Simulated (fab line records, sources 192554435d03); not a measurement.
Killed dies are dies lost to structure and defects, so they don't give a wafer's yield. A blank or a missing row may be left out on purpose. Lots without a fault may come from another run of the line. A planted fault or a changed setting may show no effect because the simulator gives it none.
A struck lot beside a sound one | flow n5_finfet | 39 steps out of a route of 1938
Sound: wafers L985.2, L985.3, L985.6. Struck: wafers L994.1, L994.5, L994.6. The cause comes at the end.
At each step with rows: each side's tool, then ch and its chambers, then its first start. Under that, the readings that differ: sound wafers | struck wafers | difference of the means | sigmas: that difference in standard deviations of wafers without a fault.
alike: readings whose means differ by less than 2 such deviations, and words and numbers that are the same on both sides. not compared: withheld readings, readings that some wafer has no value for, bounds like >300 that may hide the same value, and numbers for which the record gives no deviation and whose values overlap.
The two part at a step that has a row with sigmas, a row that says differs or no value, or rows on one side only. Numbers that don't overlap but have no deviation are shown without sigmas and don't part them. A reading that every wafer of one side lacks parts them only if that side has two wafers or more.

first, 10 steps without rows for these wafers: N5_BEOL_M4_STRIP_36 (strips in N2/H2); N5_BEOL_M4_TRENCH_ETCH_37 (etches SiOC in C4F6/O2, target depth 55.555 nm, time 29.2 s); N5_BEOL_M4_ETCH_41 (etches SiCN in CH3F/O2, target depth 29.9 nm, time 52.5 s); N5_BEOL_M4_STRIP_97 (strips in N2/H2, time 10 s); N5_BEOL_M4_HM_STRIP_39 (strips TiN in peroxide tin strip, target depth 25 nm, time 158 s); N5_BEOL_M4_SRD_40 (time 30 s); N5_BEOL_M4_PRECLEAN_42 (cleans in residue remover, time 60 s); N5_BEOL_M4_SRD_43 (time 30 s); N5_BEOL_M4_DEGAS_44 (time 60 s); N5_BEOL_M4_PRE_CLEAN_45 (time 30 s).
N5_BEOL_M4_ALD_84: deposits TaN, pulse time 2 s, purge time 3 s, co reactant purge time 2 s.
  sound on ald_metal-04 ch 0,2,3, day 10 04:40; struck on ald_metal-04 ch 0,1, day 12 19:13
  alike: heater_power_w, precursor_vessel_pressure_torr
then, 26 steps without rows for these wafers: N5_BEOL_M4_SURFACE_TREAT_85; N5_BEOL_M4_CVD_47 (deposits Co from CCTBA/H2, target thk 3 nm, time 223.8 s); N5_BEOL_M4_SPUTTER_48 (material Cu, target thk 4.5 nm, time 8.29 s); N5_BEOL_M4_ANNEAL_49 (time 240 s); N5_BEOL_M4_SPUTTER_79 (material Cu, target thk 4.5 nm, time 8.29 s); N5_BEOL_M4_ANNEAL_80 (time 240 s); N5_BEOL_M4_SPUTTER_81 (material Cu, target thk 4.5 nm, time 8.29 s); N5_BEOL_M4_ANNEAL_82 (time 240 s); N5_BEOL_M4_SPUTTER_86 (material Cu, target thk 4.5 nm, time 8.29 s); N5_BEOL_M4_ANNEAL_87 (time 240 s); N5_BEOL_M4_SPUTTER_88 (material Cu, target thk 4.5 nm, time 8.29 s); N5_BEOL_M4_ANNEAL_89 (time 240 s); N5_BEOL_M4_SPUTTER_90 (material Cu, target thk 4.5 nm, time 8.29 s); N5_BEOL_M4_ANNEAL_91 (time 240 s); N5_BEOL_M4_SPUTTER_92 (material Cu, target thk 4.5 nm, time 8.29 s); N5_BEOL_M4_ANNEAL_93 (time 240 s); N5_BEOL_M4_SPUTTER_94 (material Cu, target thk 4.5 nm, time 8.29 s); N5_BEOL_M4_ANNEAL_95 (time 240 s); N5_BEOL_M4_SPUTTER_96 (material Cu, target thk 4.5 nm, time 8.29 s); N5_BEOL_M4_ECD_50 (material Cu, target thk 300 nm); N5_BEOL_M4_ANNEAL_51 (time 90 s); N5_BEOL_M4_CMP_52 (polishes, stops on SiOC, t overpolish 6.8 s, target thk 40 nm); N5_BEOL_M4_PRE_CLEAN_60 (time 15 s); N5_BEOL_M4_CO_CAP_55 (material Co, precursor CCTBA/H2, target thk 2 nm, time 102.1 s); N5_BEOL_M4_PRE_CLEAN_56 (time 15 s); N5_BEOL_M4_DEP_57 (deposits SiCN from 3MS/NH3, target thk 8 nm, time 14 s).
N5_BEOL_M4_RC_MEAS_101:
  sound on prober-02 ch 0, day 10 08:08; struck on prober-02 ch 0, day 12 22:34
  reading                | sound                    | struck                     | difference | sigmas
  COMB_M4_max_site (S/m) | 6.4e-11 1.02e-10 6.7e-11 | 4.17e-10 3.95e-10 4.03e-10 | +3.27e-10  | +15
  alike: DIBL_N, DIBL_P, IOFF_N, IOFF_P, ION_N, ION_P, SS_N, SS_P, VT_N, VT_P
-- the record jumps here: 5 days lie between the struck wafers' starts before and after (it left off in module BEOL_M4 and takes up again in module PASSIVATION, whose first step shown is number 1936 of the route) --
N5_PASSIVATION_PROBE_49:
  sound on prober-01, day 14 15:40; struck on prober-02, day 17 17:48
  reading                | sound   | struck         | difference | sigmas
  killed_at_M4_up        | 9 11 10 | 51 31 52       | +35        | +6
  killed_on_rim          | 9 13 10 | 30 22 38       | +19        | +5
  sort_bin_4_leakage (%) | 0 0 0   | 2.63 2.12 3.39 | +2.71      |
  alike: defect_limited_yield, killed_at_M0_to_M3, killed_at_contacts, killed_at_front_end, killed_at_other, killed_dies, killed_open, killed_short, sort_bin_5_function, sort_bin_6_memory, sort_n_pass, sort_yield_pct

WHERE THEY PART
First at N5_BEOL_M4_RC_MEAS_101; last, within this record, at N5_PASSIVATION_PROBE_49.

WHY: what the simulator had put in
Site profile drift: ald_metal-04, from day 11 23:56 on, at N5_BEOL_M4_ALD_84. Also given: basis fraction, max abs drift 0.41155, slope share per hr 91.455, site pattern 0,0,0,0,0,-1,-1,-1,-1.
